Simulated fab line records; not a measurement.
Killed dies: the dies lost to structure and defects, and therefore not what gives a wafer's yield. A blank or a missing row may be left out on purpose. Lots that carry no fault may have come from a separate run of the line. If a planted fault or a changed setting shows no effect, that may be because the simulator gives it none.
Split-lot study + flow n5Finfet + route with 1938 steps; 7 lots, 39 wafers read

## THE SPLIT ITSELF
At N5_BEOL_M2_TRENCH_ETCH_37 (etches SiOC in C4F6/O2, target depth 55.555 nm, time 29.2 s), the setting timeS was moved away from the recipe's 29.2 s on 12 of the 39 wafers read, by +18.6% to +41.3%. For the rest of the wafers, this setting stayed at what the recipe calls for.

## FROM THE SPLIT TO THE READING: what the file shows between them, 13 steps
- N5_BEOL_M2_ETCH_41: etches SiCN in CH3F/O2, target depth 29.9 nm, time 52.5 s
- N5_BEOL_M2_STRIP_97: strips in N2/H2, time 10 s
- N5_BEOL_M2_OCD_MEAS_38
- N5_BEOL_M2_HM_STRIP_39: strips TiN in peroxide tin strip, target depth 25 nm, time 158 s
- N5_BEOL_M2_SRD_40: time 30 s
- N5_BEOL_M2_ECD_50: material Cu, target thk 300 nm
- N5_BEOL_M2_ANNEAL_51: time 90 s
- N5_BEOL_M2_CMP_52: polishes, stops on SiOC, t overpolish 6.8 s, target thk 40 nm
- N5_BEOL_M2_THK_MEAS_53: measures by xrf
- N5_BEOL_M2_PRE_CLEAN_60: time 15 s
- N5_BEOL_M2_CO_CAP_55: material Co, precursor CCTBA/H2, target thk 2 nm, time 102.1 s
- N5_BEOL_M2_PRE_CLEAN_56: time 15 s
- N5_BEOL_M2_DEP_57: deposits SiCN from 3MS/NH3, target thk 8 nm, time 14 s

## THE READING
Measured at N5_BEOL_M2_RS_MEAS_58 by four-point probe: M2_RS, in ohm/sq. Typical for fault-free wafers on this fab line: 0.67 ohm/sq, with standard deviation 0.031 ohm/sq.

| wafer  | tool, chamber at the split | timeS as run, s | against the recipe | M2_RS, ohm/sq | against lot-mates on the recipe |
|--------|----------------------------|-----------------|--------------------|---------------|---------------------------------|
| L074.1 | rieDiel-01, 1              | 29.2            | recipe             | 0.63          | -                               |
| L074.2 | rieDiel-01, 3              | 29.2            | recipe             | 0.64          | -                               |
| L074.3 | rieDiel-01, 2              | 29.2            | recipe             | 0.70          | -                               |
| L074.4 | rieDiel-01, 0              | 39.94           | +36.8%             | 0.40          | -0.26                           |
| L074.5 | rieDiel-01, 2              | 39.94           | +36.8%             | 0.39          | -0.27                           |
| L074.6 | rieDiel-01, 1              | 39.94           | +36.8%             | 0.40          | -0.26                           |
| L075.1 | rieDiel-06, 3              | 29.2            | recipe             | 0.66          | -                               |
| L075.2 | rieDiel-06, 0              | 29.2            | recipe             | 0.71          | -                               |
| L075.3 | rieDiel-06, 2              | 37.39           | +28.0%             | 0.44          | -0.24                           |
| L075.4 | rieDiel-06, 2              | 37.39           | +28.0%             | 0.45          | -0.23                           |
| L075.5 | rieDiel-06, 3              | 29.2            | recipe             | 0.68          | -                               |
| L075.6 | rieDiel-06, 0              | 37.39           | +28.0%             | 0.47          | -0.21                           |
| L082.1 | rieDiel-06, 3              | 29.2            | recipe             | 0.68          | -                               |
| L082.2 | rieDiel-06, 0              | 29.2            | recipe             | 0.72          | -                               |
| L082.3 | rieDiel-06, 2              | 29.2            | recipe             | 0.67          | -                               |
| L082.4 | rieDiel-06, 3              | 29.2            | recipe             | 0.66          | -                               |
| L082.5 | rieDiel-06, 2              | 29.2            | recipe             | 0.66          | -                               |
| L082.6 | rieDiel-06, 0              | 29.2            | recipe             | 0.71          | -                               |
| L084.1 | rieDiel-06, 3              | 29.2            | recipe             | 0.69          | -                               |
| L084.2 | rieDiel-06, 2              | 29.2            | recipe             | 0.69          | -                               |
| L084.3 | rieDiel-06, 0              | 34.62           | +18.6%             | 0.55          | -0.16                           |
| L084.4 | rieDiel-06, 2              | 34.62           | +18.6%             | 0.50          | -0.21                           |
| L084.5 | rieDiel-06, 0              | 29.2            | recipe             | 0.74          | -                               |
| L084.6 | rieDiel-06, 3              | 34.62           | +18.6%             | 0.50          | -0.21                           |
| L085.1 | rieDiel-01, 1              | 29.2            | recipe             | 0.66          | -                               |
| L085.2 | rieDiel-01, 2              | 29.2            | recipe             | 0.67          | -                               |
| L085.3 | rieDiel-01, 3              | 29.2            | recipe             | 0.61          | -                               |
| L085.4 | rieDiel-01, 0              | 29.2            | recipe             | 0.67          | -                               |
| L085.5 | rieDiel-01, 2              | 29.2            | recipe             | 0.65          | -                               |
| L085.6 | rieDiel-01, 1              | 29.2            | recipe             | 0.67          | -                               |
| L086.1 | rieDiel-01, 1              | 41.26           | +41.3%             | 0.37          | -0.30                           |
| L086.2 | rieDiel-01, 2              | 29.2            | recipe             | 0.67          | -                               |
| L086.3 | rieDiel-01, 0              | 41.26           | +41.3%             | 0.38          | -0.29                           |
| L086.4 | rieDiel-01, 3              | 29.2            | recipe             | 0.66          | -                               |
| L086.5 | rieDiel-01, 2              | 41.26           | +41.3%             | 0.39          | -0.28                           |
| L086.6 | rieDiel-01, 1              | 29.2            | recipe             | 0.67          | -                               |
| L095.1 | rieDiel-01, 2              | 29.2            | recipe             | 0.73          | -                               |
| L095.2 | rieDiel-01, 0              | 29.2            | recipe             | 0.67          | -                               |
| L095.4 | rieDiel-01, 3              | 29.2            | recipe             | 0.62          | -                               |

FIT RESULTS
A straight line over all 39 wafers: M2_RS changes by -0.00746 ohm/sq for each +1% of timeS; r = -0.97; the points scatter about the line by 0.028 ohm/sq.
The same after taking each lot's own level away (the mean of its wafers on the recipe; 39 wafers): -0.00738 ohm/sq for each +1%; r = -0.97; scatter 0.029 ohm/sq.
The reading moves by 0.3 ohm/sq for the largest change in timeS, on that fit.
The lots' own levels span 0.655 to 0.707 ohm/sq, that is 1.7 times the standard deviation above.
The two slopes are in agreement: the lot-to-lot level therefore moves the slope only a little.
Check: with one of the wafers moved furthest among these (+41.3%) left out of the fit, the line predicts -0.31 ohm/sq for it against its lot-mates. Against them it came out at -0.297 ohm/sq.

## THE WHOLE CHAIN: every reading that the file lists as answering this split, in the file's order
| step                      | what it does                                                  | reading                                                                     | change (the file's fit)               | r (the file's) |
|---------------------------|---------------------------------------------------------------|-----------------------------------------------------------------------------|---------------------------------------|----------------|
| N5_BEOL_M2_TRENCH_ETCH_37 | etches SiOC in C4F6/O2, target depth 55.555 nm, time 29.2 s   | BEOL_M2.featureDepthNm (the simulator's own value, which no gauge read)     | +0.544 nm for each +1% of the setting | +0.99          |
| N5_BEOL_M2_TRENCH_ETCH_37 | etches SiOC in C4F6/O2, target depth 55.555 nm, time 29.2 s   | etch.depthNm (the simulator's own value, which no gauge read)               | +0.541 nm for each +1% of the setting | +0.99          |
| N5_BEOL_M2_OCD_MEAS_38    |                                                               | trenchDepthNm                                                               | +0.541 nm for each +1% of the setting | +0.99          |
| N5_BEOL_M2_CMP_52         | polishes, stops on SiOC, t overpolish 6.8 s, target thk 40 nm | Cu_of_BEOL_M2_ECD_50.thkNm (the simulator's own value, which no gauge read) | +0.551 nm for each +1% of the setting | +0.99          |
| N5_BEOL_M2_THK_MEAS_53    | measures by xrf                                               | M2_THK                                                                      | +0.557 for each +1% of the setting    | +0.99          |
| N5_BEOL_M2_RS_MEAS_58     | measures by four-point-probe                                  | M2_RS                                                                       | -0.00751 for each +1% of the setting  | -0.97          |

## FILE'S OWN FIT
M2_RS changes by -0.00751 ohm/sq for each +1% of timeS, r = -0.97.
